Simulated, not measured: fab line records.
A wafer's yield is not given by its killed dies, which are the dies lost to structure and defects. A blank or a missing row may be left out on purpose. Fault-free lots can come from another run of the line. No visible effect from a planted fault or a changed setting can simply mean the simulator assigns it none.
Chamber matching :: flow nandHarc :: NHARC_A_M1_STRIP_18 on rieDiel-13 has 4 sister chambers
The step strips in N2/H2. 4 wafers are shown with their chamber, then 9 later ones without.

== WAFERS WITH THEIR CHAMBER ==
wafer: L079.4
chamber: 3
showerheadPlenumPTorr (Torr): 2.02

wafer: L089.6
chamber: 2
showerheadPlenumPTorr (Torr): 1.92

wafer: L090.4
chamber: 1
showerheadPlenumPTorr (Torr): 2.05

wafer: L090.6
chamber: 0
showerheadPlenumPTorr (Torr): 2.11

== WAFERS MISSING THEIR CHAMBER ==
wafer: L092.1
showerheadPlenumPTorr (Torr): 2.01

wafer: L092.3
showerheadPlenumPTorr (Torr): 2.11

wafer: L092.4
showerheadPlenumPTorr (Torr): 1.92

wafer: L096.1
showerheadPlenumPTorr (Torr): 2.11

wafer: L096.3
showerheadPlenumPTorr (Torr): 1.92

wafer: L096.5
showerheadPlenumPTorr (Torr): 2.11

wafer: L097.1
showerheadPlenumPTorr (Torr): 2.11

wafer: L097.2
showerheadPlenumPTorr (Torr): 1.92

wafer: L097.5
showerheadPlenumPTorr (Torr): 1.92

== CHAMBER TAKEN BY EACH ==
wafer: L092.1
from the rows above: 3
in truth: 3

wafer: L092.3
from the rows above: 0
in truth: 0

wafer: L092.4
from the rows above: 2
in truth: 2

wafer: L096.1
from the rows above: 0
in truth: 0

wafer: L096.3
from the rows above: 2
in truth: 2

wafer: L096.5
from the rows above: 0
in truth: 0

wafer: L097.1
from the rows above: 0
in truth: 0

wafer: L097.2
from the rows above: 2
in truth: 2

wafer: L097.5
from the rows above: 2
in truth: 2
9 of 9 placed correctly. Can't be placed from these rows: 0. Placed wrongly: 0.
How it was worked out, from the rows above alone: a wafer's distance from a chamber is the root of the sum, over the readings, of the square of ((its reading less the chamber's mean) divided by the reading's scatter). The wafer belongs to the nearest chamber; if the next one is less than 2 further off, it can't be placed. Each chamber's mean is taken over the wafers shown for it. The scatter: root of mean squared gap, hidden wafer to nearest shown wafer, with one shown wafer a chamber.
